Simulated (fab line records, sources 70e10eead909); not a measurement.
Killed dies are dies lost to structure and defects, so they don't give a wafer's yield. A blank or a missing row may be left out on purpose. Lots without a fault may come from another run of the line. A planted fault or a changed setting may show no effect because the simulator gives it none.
Problem report in the 8D (eight disciplines) form, filled by code | flow nand_harc | the parts of the form that need people (team, actions taken, sign-off) are left out

1. THE PROBLEM
thk_nm at NHARC_A_ONON_D2_THK_MEAS_27 reads a mean of 1427 nm on 3 wafers of 2 lots; wafers without a fault read 999 nm with a standard deviation of 8.9. That is +48 standard deviations from the usual mean.
The step: measures by ellipsometry.
First seen on wafer L449.1, day 17 02:47, on film_metro-01. The record holds 39 wafers of 13 lots with a number at this step. Rule for "out", or "out of limits": more than 4 standard deviations from the usual mean. The other wafers with a number count as sound.

2. WHAT IT IS AND WHAT IT IS NOT
question                    | is                           | is not
which readings at this step | thk_nm                       | -
which lots                  | L449, L450                   | L440, L442, L444, L454, L455, L457, L458, L460, L461, L462, L463
which wafers of those lots  | L449.1, L449.2, L450.2       | L449.3, L450.3, L450.6
read on which gauges        | film_metro-01, film_metro-02 | -
when                        | from day 17 02:47            | up to then (10 sound wafers); but 26 sound wafers of L450, L454, L455, L457, L458, L460, L461, L462, L463 came after

3. SUSPECTS, AND WHAT RULES EACH OUT
Counting: a tool at a process step up to the reading stays a suspect if it ran every lot that is out. Sound lots after the first of them don't rule it out here, since some wafers of a struck lot are sound.
- the gauge at NHARC_A_ONON_D2_THK_MEAS_27: ruled out. The wafers that are out were read on 2 gauges (film_metro-01, film_metro-02).
- pecvd_onon-03 at NHARC_A_ONON_D2_DEP_25 (target thk 1000 nm): kept. It ran every lot that is out, first L449 (day 17 02:16); its last sound lot up to then is L444 (day 14 07:10).
Left after counting: pecvd_onon-03 at NHARC_A_ONON_D2_DEP_25.

4. THE CAUSE (what the simulator had put in)
Process parameter drift: pecvd_onon-03, from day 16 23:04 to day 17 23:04, at NHARC_A_ONON_D2_DEP_25. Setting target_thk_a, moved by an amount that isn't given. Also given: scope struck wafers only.
Counting left only this tool.

5. THE CHAIN OF EFFECTS, in route order
Each row: a reading whose mean over the struck wafers that have a number lies more than 3 standard deviations from the usual. Only readings for which the record gives a usual standard deviation are gone through. hours: the time from each lot's start at the first step in this table that gives one to its start at this step, as a median over the lots. sigmas: the change in usual standard deviations.
hours | step                        | reading         | usual  | on struck wafers | change | sigmas
0     | NHARC_A_ONON_D2_THK_MEAS_27 | thk_nm          | 999 nm | 1427             | +428   | +48
301   | NHARC_END_SORT_01           | killed_at_array | 59     | 671              | +612   | +38
301   | NHARC_END_SORT_01           | killed_dies     | 64     | 677              | +613   | +38
Later measuring or inspecting steps at which every struck wafer that the step has a row for has a number for every such reading, and none has moved that far: NHARC_A_ONON_D2_INSPECT_32.

6. WHAT WOULD HAVE CAUGHT IT SOONER
In this record the first reading out of limits at a measuring or inspecting step was taken at day 17 02:47, 4 hours after the fault began at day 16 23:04.
Of the lots that are out (2), L450 began NHARC_A_ONON_D2_DEP_25 on pecvd_onon-03 after day 17 02:47. A hold on the tool at that time would have spared it.
